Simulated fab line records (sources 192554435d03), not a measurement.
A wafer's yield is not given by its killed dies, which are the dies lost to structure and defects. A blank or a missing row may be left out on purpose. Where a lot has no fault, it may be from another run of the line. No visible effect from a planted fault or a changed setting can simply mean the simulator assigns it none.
fab line records -- flow n5Finfet -- part 1 of 2: steps 1 to 4 of 6
record lots=21, wafers=63, lastDay=18
route steps=1938 shown SDB@363 HKMG_FIN@433 GATE_CUT@469
lots that met no fault: from a run of the same line without faults
startH: hours from the record's opening day to when the first of the lot's shown wafers began -- waitH: time in hours since the lot's previous step -- " identical to the entry in the row above -- L1.1+2: one row covering several wafers at once -- - no value, or no start was given -- * or withheld: withheld -- < > ~ a bound
route shown NAME@n: a module of which the file shows steps, and the number in the route of the first -- usual: the fault-free wafers' mean and standard deviation -- same: alike in all rows -- chamber/n: place in a boat -- sites: each site's reading -- _std_site: how widely they spread, as a standard deviation -- _edge_site: outer sites' mean less inner sites' -- radiusMm: how far each site lies from the wafer's centre -- mask NAME#n: copy n -- behind: the tool/chamber that last shaped the wafer -- hold: why the lot went on hold/how many hours it stayed there/how the hold came to an end -- device: which transistor (n, p or np) failed to switch -- end of line: the route-end tests of the same wafers -- a step without rows: its recipe alone -- killed: at the first sort, the dies lost to defects and structure; wafer yield is something else -- map: shows each die of a wafer: x if killed, . if not, _ if none is there
set.NAME: setting as actually run; set.NAME@STEP: the setting as run at that earlier step -- model.NAME: the simulator's own value behind a step, which no gauge read
route steps across a sampled set of lots; one table per step, one row per wafer
services: a tool's chamber out of use, with start hour (startH, from the record's first day; less than 0 if before it), hours out, and reason
## steps
# step N5_SDB_STRIP_21
# recipe chemistry=CF4, resist=SiARC, powerW=300, biasPowerW=75, pressureMtorr=50, cf4FlowSccm=150, rfFrequencyHz=6e+07
# usual drypumpMotorCurrentA=5.8/0.36, oesProductAu=0.82/0.099, rfVppV=271.8/1.3, showerheadPlenumPTorr=1.82/0.048, throttleValvePct=13.6/0.32
lot.wafer,tool,chamber,startH,waitH,drypumpMotorCurrentA,oesProductAu,rfHoursCounterH,rfVppV,showerheadPlenumPTorr,throttleValvePct
L074.2,rieDiel-02,3,66.08,0.0,5.5,0.71,239,271.9,1.84,13.6
L074.3,rieDiel-02,1,66.08,0.0,5.5,0.75,161,272.7,1.87,14.0
L074.5,rieDiel-02,2,66.08,0.0,6.2,0.96,-,273.2,1.82,13.0
L075.2,rieDiel-02,1,74.85,0.0,5.5,0.75,164,272.4,1.87,14.0
L075.4,rieDiel-02,3,74.85,0.0,5.5,0.71,243,272.1,1.84,13.6
L075.6,rieDiel-02,3,74.85,0.0,5.5,0.70,-,272.4,1.84,13.6
L076.3,rieDiel-02,2,84.17,0.0,6.2,0.94,8,269.0,1.82,13.0
L076.4,rieDiel-02,0,84.17,0.0,6.0,0.90,19,272.7,1.81,13.2
L076.6,rieDiel-02,2,84.17,0.0,6.2,0.95,-,273.4,1.82,13.0
L077.1,rieDiel-06,1,84.57,0.0,6.5,0.68,233,272.6,1.84,14.1
L077.2,rieDiel-06,0,84.57,0.0,6.2,0.65,257,270.9,1.77,14.1
L077.3,rieDiel-06,2,84.57,0.0,5.7,0.98,1,271.9,1.77,13.3
L078.1,rieDiel-06,2,92.13,0.0,5.7,0.96,5,272.4,1.76,13.3
L078.2,rieDiel-06,1,92.13,0.0,6.5,0.68,237,273.8,1.84,14.1
L078.5,rieDiel-06,3,92.13,0.0,5.4,0.71,-,271.4,1.80,13.9
L080.4,rieDiel-02,2,100.88,0.0,6.2,0.92,-,270.9,1.82,13.0
L080.5,rieDiel-02,1,100.88,0.0,5.5,0.75,-,274.1,1.87,14.0
L080.6,rieDiel-02,0,100.88,0.0,6.0,0.89,-,272.3,1.81,13.2
L081.2,rieDiel-02,2,110.09,0.0,6.2,0.92,22,272.7,1.81,13.1
L081.3,rieDiel-02,0,110.09,0.0,6.0,0.88,33,271.8,1.81,13.2
L081.4,rieDiel-02,0,110.09,0.0,6.0,0.88,-,271.6,1.81,13.2
L082.3,rieDiel-02,0,113.76,0.0,6.0,0.87,35,272.0,1.81,13.2
L082.4,rieDiel-02,0,113.76,0.0,6.0,0.87,-,269.2,1.81,13.2
L082.6,rieDiel-02,2,113.76,0.0,6.2,0.91,-,271.9,1.81,13.1
L084.2,rieDiel-02,3,128.17,0.0,5.5,0.93,1,271.9,1.84,13.0
L084.3,rieDiel-02,1,128.17,0.0,5.5,0.73,188,272.2,1.86,14.0
L084.6,rieDiel-02,2,128.17,0.0,6.1,0.89,-,270.8,1.81,13.1
L085.3,rieDiel-06,0,134.72,0.0,6.2,0.92,9,271.1,1.77,13.5
L085.5,rieDiel-06,0,134.72,0.0,6.2,0.92,-,269.5,1.77,13.5
L085.6,rieDiel-06,3,134.72,0.0,5.4,0.70,-,271.6,1.79,13.9
L086.2,rieDiel-06,2,143.52,0.0,5.7,0.88,29,270.7,1.76,13.3
L086.3,rieDiel-06,0,143.52,0.0,6.2,0.91,13,270.2,1.77,13.5
L086.6,rieDiel-06,1,143.52,0.0,6.5,0.94,-,271.8,1.83,13.5
L087.1,rieDiel-01,1,144.69,0.0,6.0,0.70,240,270.9,1.76,13.8
L087.2,rieDiel-01,2,144.69,0.0,5.9,0.71,217,271.5,1.83,13.7
L087.5,rieDiel-01,0,144.69,0.0,6.0,0.86,-,273.5,1.91,13.4
L088.1,rieDiel-01,0,154.90,0.0,6.0,0.86,41,273.1,1.91,13.4
L088.5,rieDiel-01,1,154.90,0.0,6.0,0.69,-,270.4,1.75,13.8
L088.6,rieDiel-01,2,154.90,0.0,5.9,0.70,-,272.0,1.83,13.7
L089.1,rieDiel-06,0,155.87,0.0,6.2,0.90,17,271.6,1.77,13.5
L089.2,rieDiel-06,2,155.87,0.0,5.7,0.88,33,270.3,1.76,13.4
L089.6,rieDiel-06,2,155.87,0.0,5.7,0.88,-,270.8,1.76,13.4
L090.1,rieDiel-01,2,161.97,0.0,5.9,0.71,223,271.2,1.83,13.7
L090.4,rieDiel-01,1,161.97,0.0,6.1,0.70,246,271.3,1.75,13.8
L090.5,rieDiel-01,3,161.97,0.0,5.3,0.88,-,273.7,1.92,13.6
L091.1,rieDiel-01,1,168.58,0.0,6.0,0.69,249,270.3,1.75,13.8
L091.4,rieDiel-01,0,168.58,0.0,6.0,0.85,44,272.9,1.91,13.4
L091.5,rieDiel-01,0,168.58,0.0,6.0,0.84,-,273.7,1.90,13.4
L092.2,rieDiel-02,0,172.02,0.0,6.0,0.85,57,271.6,1.81,13.3
L092.3,rieDiel-02,3,172.02,0.0,5.5,0.89,17,271.0,1.83,13.1
L092.6,rieDiel-02,1,172.02,0.0,5.5,0.72,-,272.7,1.86,14.1
L093.2,rieDiel-02,1,180.92,0.0,5.5,0.72,208,271.4,1.86,14.1
L093.5,rieDiel-02,0,180.92,0.0,6.0,0.84,-,274.3,1.80,13.3
L093.6,rieDiel-02,3,180.92,0.0,5.5,0.88,-,272.7,1.83,13.1
L095.3,rieDiel-01,3,197.45,0.0,5.3,0.86,33,273.9,1.91,13.6
L095.5,rieDiel-01,1,197.45,0.0,6.0,0.97,-,270.9,1.75,13.2
L095.6,rieDiel-01,2,197.45,0.0,5.9,0.69,-,273.4,1.82,13.7
L096.3,rieDiel-06,3,199.51,0.0,5.4,0.68,213,270.4,1.78,14.0
L096.4,rieDiel-06,2,199.51,0.0,5.6,0.85,50,270.4,1.75,13.4
L096.5,rieDiel-06,2,199.51,0.0,5.7,0.86,-,272.3,1.75,13.4
L097.2,rieDiel-06,1,208.79,0.0,6.6,0.88,28,271.5,1.83,13.6
L097.4,rieDiel-06,0,208.79,0.0,6.2,0.86,38,270.1,1.76,13.6
L097.5,rieDiel-06,1,208.79,0.0,6.5,0.88,-,273.6,1.83,13.6
# step N5_SDB_HM_OPEN_20
# recipe chemistry=CH3F/O2, target=SiNx, maskMaterial=SOC, targetDepthA=240, stopOn=poly-Si, overEtchFrac=0.4, ionEnergyEv=120, pressureMtorr=30, sourceW=395, biasW=73, Ar_flow_sccm=150, CH3F_flow_sccm=30, O2_flow_sccm=20
# usual drypumpMotorCurrentA=5.8/0.37, oesProductAu=0.68/0.082, rfVppV=302/4.5, showerheadPlenumPTorr=2.03/0.054, throttleValvePct=16.33/0.29
lot.wafer,tool,chamber,startH,waitH,drypumpMotorCurrentA,oesProductAu,rfHoursCounterH,rfVppV,showerheadPlenumPTorr,throttleValvePct
L074.2,rieDiel-02,3,66.10,0.0,5.5,0.57,239,296,2.06,16.29
L074.3,rieDiel-02,1,66.10,0.0,5.5,0.62,162,299,2.09,16.70
L074.5,rieDiel-02,2,66.10,0.0,6.2,0.80,-,311,2.04,15.82
L075.2,rieDiel-02,1,74.87,0.0,5.5,0.60,164,298,2.09,16.70
L075.4,rieDiel-02,3,74.87,0.0,5.5,0.59,243,295,2.06,16.27
L075.6,rieDiel-02,3,74.87,0.0,5.5,0.59,-,296,2.06,16.29
L076.3,rieDiel-02,2,84.19,0.0,6.2,0.78,8,311,2.03,15.82
L076.4,rieDiel-02,0,84.19,0.0,6.0,0.75,19,301,2.04,16.01
L076.6,rieDiel-02,2,84.19,0.0,6.2,0.79,-,311,2.03,15.82
L077.1,rieDiel-06,1,84.59,0.0,6.5,0.56,233,302,2.05,16.82
L077.2,rieDiel-06,0,84.59,0.0,6.2,0.52,257,303,1.97,16.78
L077.3,rieDiel-06,2,84.59,0.0,5.7,0.81,1,301,1.97,16.09
L078.1,rieDiel-06,2,92.15,0.0,5.7,0.78,5,300,1.97,16.10
L078.2,rieDiel-06,1,92.15,0.0,6.5,0.56,237,304,2.05,16.82
L078.5,rieDiel-06,3,92.15,0.0,5.4,0.59,-,304,1.99,16.59
L080.4,rieDiel-02,2,100.92,0.0,6.2,0.78,-,312,2.03,15.85
L080.5,rieDiel-02,1,100.92,0.0,5.5,0.62,-,297,2.08,16.72
L080.6,rieDiel-02,0,100.92,0.0,6.0,0.73,-,301,2.04,16.06
L081.2,rieDiel-02,2,110.11,0.0,6.2,0.75,22,313,2.03,15.85
L081.3,rieDiel-02,0,110.11,0.0,6.0,0.73,33,298,2.04,16.05
L081.4,rieDiel-02,0,110.11,0.0,6.0,0.73,-,302,2.04,16.05
L082.3,rieDiel-02,0,113.78,0.0,6.0,0.72,35,300,2.04,16.09
L082.4,rieDiel-02,0,113.78,0.0,6.0,0.72,-,300,2.04,16.06
L082.6,rieDiel-02,2,113.78,0.0,6.2,0.75,-,312,2.03,15.85
L084.2,rieDiel-02,3,128.19,0.0,5.5,0.78,2,295,2.06,15.86
L084.3,rieDiel-02,1,128.19,0.0,5.5,0.60,188,297,2.08,16.74
L084.6,rieDiel-02,2,128.19,0.0,6.1,0.75,-,313,2.03,15.86
L085.3,rieDiel-06,0,134.74,0.0,6.2,0.77,9,303,1.96,16.34
L085.5,rieDiel-06,0,134.74,0.0,6.2,0.77,-,303,1.96,16.35
L085.6,rieDiel-06,3,134.74,0.0,5.4,0.59,-,303,1.98,16.62
L086.2,rieDiel-06,2,143.54,0.0,5.7,0.74,29,301,1.96,16.14
L086.3,rieDiel-06,0,143.54,0.0,6.1,0.75,13,303,1.96,16.35
L086.6,rieDiel-06,1,143.54,0.0,6.5,0.80,-,304,2.04,16.36
L087.1,rieDiel-01,1,144.71,0.0,6.0,0.58,240,305,1.97,16.52
L087.2,rieDiel-01,2,144.71,0.0,5.9,0.58,217,304,2.06,16.52
L087.5,rieDiel-01,0,144.71,0.0,6.0,0.73,-,299,2.11,16.08
L088.1,rieDiel-01,0,154.92,0.0,6.0,0.72,41,299,2.11,16.12
L088.5,rieDiel-01,1,154.92,0.0,6.1,0.59,-,303,1.97,16.55
L088.6,rieDiel-01,2,154.92,0.0,5.9,0.59,-,305,2.06,16.52
L089.1,rieDiel-06,0,155.89,0.0,6.2,0.75,17,303,1.96,16.37
L089.2,rieDiel-06,2,155.89,0.0,5.7,0.74,33,301,1.96,16.16
L089.6,rieDiel-06,2,155.89,0.0,5.7,0.75,-,300,1.96,16.16
L090.1,rieDiel-01,2,161.99,0.0,5.9,0.57,223,303,2.06,16.52
L090.4,rieDiel-01,1,161.99,0.0,6.1,0.57,246,304,1.96,16.55
L090.5,rieDiel-01,3,161.99,0.0,5.3,0.73,-,298,2.13,16.39
L091.1,rieDiel-01,1,168.60,0.0,6.1,0.57,249,305,1.96,16.55
L091.4,rieDiel-01,0,168.60,0.0,6.0,0.70,44,296,2.11,16.12
L091.5,rieDiel-01,0,168.60,0.0,6.0,0.71,-,297,2.11,16.12
L092.2,rieDiel-02,0,172.04,0.0,6.0,0.70,57,300,2.03,16.10
L092.3,rieDiel-02,3,172.04,0.0,5.5,0.73,17,295,2.05,15.88
L092.6,rieDiel-02,1,172.04,0.0,5.5,0.61,-,297,2.07,16.79
L093.2,rieDiel-02,1,180.94,0.0,5.5,0.59,208,296,2.07,16.81
L093.5,rieDiel-02,0,180.94,0.0,6.0,0.69,-,301,2.03,16.11
L093.6,rieDiel-02,3,180.94,0.0,5.5,0.73,-,295,2.05,15.92
L095.3,rieDiel-01,3,197.47,0.0,5.3,0.70,33,299,2.13,16.41
L095.5,rieDiel-01,1,197.47,0.0,6.0,0.83,-,305,1.96,16.06
L095.6,rieDiel-01,2,197.47,0.0,5.9,0.58,-,303,2.06,16.56
L096.3,rieDiel-06,3,199.53,0.0,5.4,0.56,213,304,1.98,16.65
L096.4,rieDiel-06,2,199.53,0.0,5.7,0.71,50,300,1.95,16.19
L096.5,rieDiel-06,2,199.53,0.0,5.7,0.72,-,300,1.95,16.19
L097.2,rieDiel-06,1,208.81,0.0,6.5,0.72,28,302,2.04,16.40
L097.4,rieDiel-06,0,208.81,0.0,6.2,0.71,38,302,1.95,16.41
L097.5,rieDiel-06,1,208.81,0.0,6.5,0.74,-,303,2.04,16.43
# step N5_SDB_CMP_30
# recipe stopOn=poly-Si, tOverpolishS=1.54, postCmpClean=alkalineBrush, downForcePsi=4.1491, platenRpm=51.796, padVelocityMS=1.0306, targetThkNm=30
# usual motorCurrentA=12.8/1.1, overpolishRunS=1.540/0.0097, timeToEndpointS=16.7/2.3
lot.wafer,tool,chamber,startH,waitH,motorCurrentA,overpolishRunS,timeToEndpointS
L074.2,cmp-01,0,69.42,1.4,11.7,1.558,19.8
L074.3,cmp-01,3,69.42,1.4,11.4,1.538,17.9
L074.5,cmp-01,1,69.42,1.4,12.7,1.526,15.6
L075.4,cmp-01,0,78.54,0.1,12.2,1.543,18.7
L075.2,cmp-01,1,78.54,0.1,12.4,1.533,16.5
L075.6,cmp-01,3,78.54,0.1,12.3,1.547,19.4
L076.3,cmp-04,2,87.65,1.4,12.6,1.545,16.5
L076.4,cmp-04,1,87.65,1.4,13.2,1.517,18.6
L076.6,cmp-04,2,87.65,1.4,13.0,1.547,18.0
L077.3,cmp-04,2,88.45,1.4,12.3,1.524,14.7
L077.2,cmp-04,0,88.45,1.4,12.1,1.541,19.9
L077.1,cmp-04,1,88.45,1.4,13.2,1.532,19.0
L078.1,cmp-03,2,95.65,1.4,13.6,1.541,11.8
L078.2,cmp-03,3,95.65,1.4,10.7,1.534,14.4
L078.5,cmp-03,2,95.65,1.4,14.5,1.530,15.6
L080.4,cmp-01,3,104.61,1.4,11.8,1.535,18.5
L080.5,cmp-01,2,104.61,1.4,11.0,1.553,17.4
L080.6,cmp-01,3,104.61,1.4,11.7,1.541,17.2
L081.3,cmp-03,1,114.48,1.5,14.3,1.539,17.7
L081.2,cmp-03,2,114.48,1.5,14.0,1.545,18.1
L081.4,cmp-03,3,114.48,1.5,11.6,1.546,18.0
L082.4,cmp-04,2,117.12,1.4,12.3,1.561,15.2
L082.3,cmp-04,3,117.12,1.4,13.0,1.540,19.3
L082.6,cmp-04,2,117.12,1.4,12.2,1.560,16.2
L084.2,cmp-04,3,131.56,1.5,13.6,1.537,18.0
L084.3,cmp-04,0,131.56,1.5,12.2,1.548,15.1
L084.6,cmp-04,1,131.56,1.5,13.5,1.548,16.5
L085.3,cmp-04,3,138.29,1.5,14.0,1.544,12.5
L085.6,cmp-04,0,138.29,1.5,11.7,1.546,14.2
L085.5,cmp-04,1,138.29,1.5,13.7,1.526,16.5
L086.3,cmp-01,3,146.84,1.4,12.3,1.556,17.2
L086.2,cmp-01,1,146.84,1.4,12.7,1.544,14.1
L086.6,cmp-01,3,146.84,1.4,12.2,1.538,16.2
L087.2,cmp-04,1,148.07,1.4,13.2,1.537,21.0
L087.1,cmp-04,2,148.07,1.4,13.2,1.541,18.9
L087.5,cmp-04,2,148.07,1.4,13.0,1.544,16.5
L088.1,cmp-03,3,158.29,1.5,11.0,1.541,18.2
L088.6,cmp-03,1,158.29,1.5,14.5,1.537,14.8
L088.5,cmp-03,2,158.29,1.5,13.9,1.529,13.7
L089.2,cmp-04,2,159.30,1.4,13.2,1.541,15.2
L089.1,cmp-04,0,159.30,1.4,12.2,1.552,19.2
L089.6,cmp-04,1,159.30,1.4,13.6,1.546,20.1
L090.4,cmp-01,0,165.58,1.5,11.5,1.552,17.6
L090.1,cmp-01,1,165.58,1.5,12.4,1.530,17.6
L090.5,cmp-01,3,165.58,1.5,12.1,1.546,17.5
L091.1,cmp-03,0,171.90,1.4,13.6,1.552,11.1
L091.4,cmp-03,3,171.90,1.4,11.4,1.539,17.1
L091.5,cmp-03,0,171.90,1.4,13.2,1.536,11.8
L092.3,cmp-04,0,175.34,1.4,11.6,1.555,15.5
L092.2,cmp-04,2,175.34,1.4,13.0,1.540,15.6
L092.6,cmp-04,0,175.34,1.4,11.7,1.530,20.5
L093.2,cmp-04,0,185.77,2.8,11.3,1.529,15.9
L093.6,cmp-04,3,185.77,2.8,13.9,1.536,15.2
L093.5,cmp-04,0,185.77,2.8,11.8,1.537,15.4
L095.3,cmp-03,1,200.77,1.4,14.4,1.550,16.3
L095.6,cmp-03,1,200.77,1.4,14.3,1.547,16.8
L095.5,cmp-03,2,200.77,1.4,13.9,1.519,17.4
L096.3,cmp-03,1,203.65,1.4,13.5,1.550,18.5
L096.4,cmp-03,0,203.65,1.4,12.4,1.546,14.0
L096.5,cmp-03,2,203.65,1.4,13.9,1.541,16.1
L097.2,cmp-04,0,212.35,1.6,11.8,1.518,14.5
L097.4,cmp-04,1,212.35,1.6,13.4,1.550,14.7
L097.5,cmp-04,2,212.35,1.6,12.7,1.551,10.8
# step N5_HKMG_FIN_DESCUM_17
# recipe chemistry=O2, timeS=7.9, sourcePowerW=50, biasPowerW=20, pressureMtorr=20, rfFrequencyHz=2.712e+07, tempC=40, resist=CAR-ArF, o2FlowSccm=225
# usual drypumpMotorCurrentA=5.9/0.39, oesProductAu=0.83/0.1, rfVppV=243.3/1.2, showerheadPlenumPTorr=2.11/0.062, throttleValvePct=20.52/0.27
lot.wafer,tool,chamber,startH,waitH,drypumpMotorCurrentA,oesProductAu,rfHoursCounterH,rfVppV,showerheadPlenumPTorr,throttleValvePct
L074.2,rieDiel-01,2,74.62,0.0,5.9,0.73,196,243.7,2.18,20.60
L074.3,rieDiel-01,3,74.62,0.0,5.3,0.68,246,240.8,1.99,20.98
L074.5,rieDiel-01,2,74.62,0.0,5.9,0.73,-,244.0,2.18,20.62
L075.2,rieDiel-01,3,84.49,0.1,5.3,0.68,249,243.1,1.99,20.99
L075.4,rieDiel-01,2,84.49,0.1,5.9,0.72,200,244.5,2.18,20.61
L075.6,rieDiel-01,2,84.49,0.1,5.9,0.72,-,244.3,2.18,20.62
L076.3,rieDiel-02,0,93.11,0.2,6.0,0.92,24,244.2,2.14,20.15
L076.4,rieDiel-02,3,93.11,0.2,5.5,0.70,250,244.0,2.17,20.44
L076.6,rieDiel-02,2,93.11,0.2,6.2,0.95,-,245.2,2.14,20.04
L077.1,rieDiel-06,3,95.03,1.1,5.4,0.71,168,241.5,2.08,20.68
L077.2,rieDiel-06,1,95.03,1.1,6.5,0.69,239,245.2,2.17,21.02
L077.3,rieDiel-06,2,95.03,1.1,5.7,0.96,7,240.9,2.05,20.20
L078.1,rieDiel-06,3,101.68,0.0,5.4,0.72,173,243.6,2.08,20.66
L078.2,rieDiel-06,1,101.68,0.0,6.5,0.68,244,243.3,2.16,21.03
L078.5,rieDiel-06,3,101.68,0.0,5.4,0.71,-,242.8,2.08,20.68
L080.4,rieDiel-06,2,110.83,0.6,5.7,0.92,-,242.5,2.05,20.23
L080.5,rieDiel-06,1,110.83,0.6,6.5,0.68,-,243.5,2.16,21.02
L080.6,rieDiel-06,3,110.83,0.6,5.4,0.71,-,243.3,2.08,20.68
L081.2,rieDiel-02,2,119.91,0.0,6.2,0.92,26,244.3,2.14,20.07
L081.3,rieDiel-02,0,119.91,0.0,6.0,0.88,37,245.1,2.13,20.19
L081.4,rieDiel-02,1,119.91,0.0,5.5,0.74,-,244.2,2.17,20.77
L082.3,rieDiel-01,3,122.69,0.0,5.3,0.96,6,245.2,2.25,20.60
L082.4,rieDiel-01,2,122.69,0.0,5.9,0.72,209,244.9,2.17,20.62
L082.6,rieDiel-01,2,122.69,0.0,5.9,0.72,-,244.6,2.17,20.62
L084.2,rieDiel-02,0,137.06,0.0,6.0,0.88,43,242.8,2.13,20.18
L084.3,rieDiel-02,2,137.06,0.0,6.2,0.92,32,244.3,2.14,20.08
L084.6,rieDiel-02,2,137.06,0.0,6.2,0.91,-,243.8,2.14,20.08
L085.3,rieDiel-01,1,143.54,0.0,6.1,0.70,239,242.1,2.08,20.71
L085.5,rieDiel-01,0,143.54,0.0,6.0,0.89,-,245.2,2.23,20.34
L085.6,rieDiel-01,3,143.54,0.0,5.3,0.92,-,244.6,2.25,20.64
L086.2,rieDiel-06,3,152.36,0.0,5.4,0.70,194,243.8,2.07,20.71
L086.3,rieDiel-06,2,152.36,0.0,5.7,0.90,32,242.8,2.04,20.24
L086.6,rieDiel-06,0,152.36,0.0,6.2,0.92,-,242.8,2.05,20.60
L087.1,rieDiel-02,2,154.02,0.3,6.1,0.89,38,242.9,2.13,20.08
L087.2,rieDiel-02,1,154.02,0.3,5.5,0.72,197,244.8,2.17,20.81
L087.5,rieDiel-02,2,154.02,0.3,6.2,0.89,-,242.9,2.13,20.08
L088.1,rieDiel-06,2,163.34,0.0,5.7,0.89,35,242.5,2.04,20.26
L088.5,rieDiel-06,3,163.34,0.0,5.4,0.69,-,242.7,2.07,20.72
L088.6,rieDiel-06,2,163.34,0.0,5.7,0.89,-,242.8,2.04,20.24
L089.1,rieDiel-06,1,165.14,0.0,6.5,0.94,11,243.2,2.16,20.67
L089.2,rieDiel-06,2,165.14,0.0,5.7,0.89,36,243.6,2.04,20.25
L089.6,rieDiel-06,2,165.14,0.0,5.7,0.89,-,242.4,2.04,20.26
L090.1,rieDiel-06,2,170.71,0.0,5.7,0.88,38,243.4,2.04,20.25
L090.4,rieDiel-06,1,170.71,0.0,6.5,0.94,13,244.3,2.16,20.69
L090.5,rieDiel-06,3,170.71,0.0,5.4,0.69,-,241.6,2.07,20.72
L091.1,rieDiel-06,3,177.17,0.0,5.4,0.70,204,242.5,2.07,20.73
L091.4,rieDiel-06,0,177.17,0.0,6.2,0.90,26,241.7,2.05,20.58
L091.5,rieDiel-06,2,177.17,0.0,5.7,0.89,-,242.1,2.04,20.26
L092.2,rieDiel-02,1,181.00,0.4,5.5,0.72,208,244.1,2.16,20.82
L092.3,rieDiel-02,0,181.00,0.4,6.0,0.84,61,244.3,2.12,20.22
L092.6,rieDiel-02,0,181.00,0.4,6.0,0.85,-,244.2,2.12,20.21
L093.2,rieDiel-06,2,191.50,0.2,5.7,0.87,46,242.6,2.03,20.27
L093.5,rieDiel-06,2,191.50,0.2,5.7,0.86,-,242.9,2.03,20.26
L093.6,rieDiel-06,1,191.50,0.2,6.5,0.92,-,244.2,2.15,20.70
L095.3,rieDiel-06,0,206.50,0.0,6.2,0.87,37,242.3,2.05,20.63
L095.5,rieDiel-06,0,206.50,0.0,6.2,0.87,-,242.6,2.05,20.62
L095.6,rieDiel-06,1,206.50,0.0,6.5,0.91,-,244.6,2.15,20.68
L096.3,rieDiel-06,1,209.30,0.0,6.5,0.90,28,242.8,2.15,20.68
L096.4,rieDiel-06,3,209.30,0.0,5.4,0.68,215,243.5,2.06,20.75
L096.5,rieDiel-06,2,209.30,0.0,5.7,0.86,-,242.5,2.03,20.27
L097.2,rieDiel-06,0,217.83,0.2,6.2,0.87,40,240.6,2.05,20.61
L097.4,rieDiel-06,3,217.83,0.2,5.3,0.68,219,242.7,2.06,20.75
L097.5,rieDiel-06,0,217.83,0.2,6.2,0.88,-,241.2,2.05,20.61
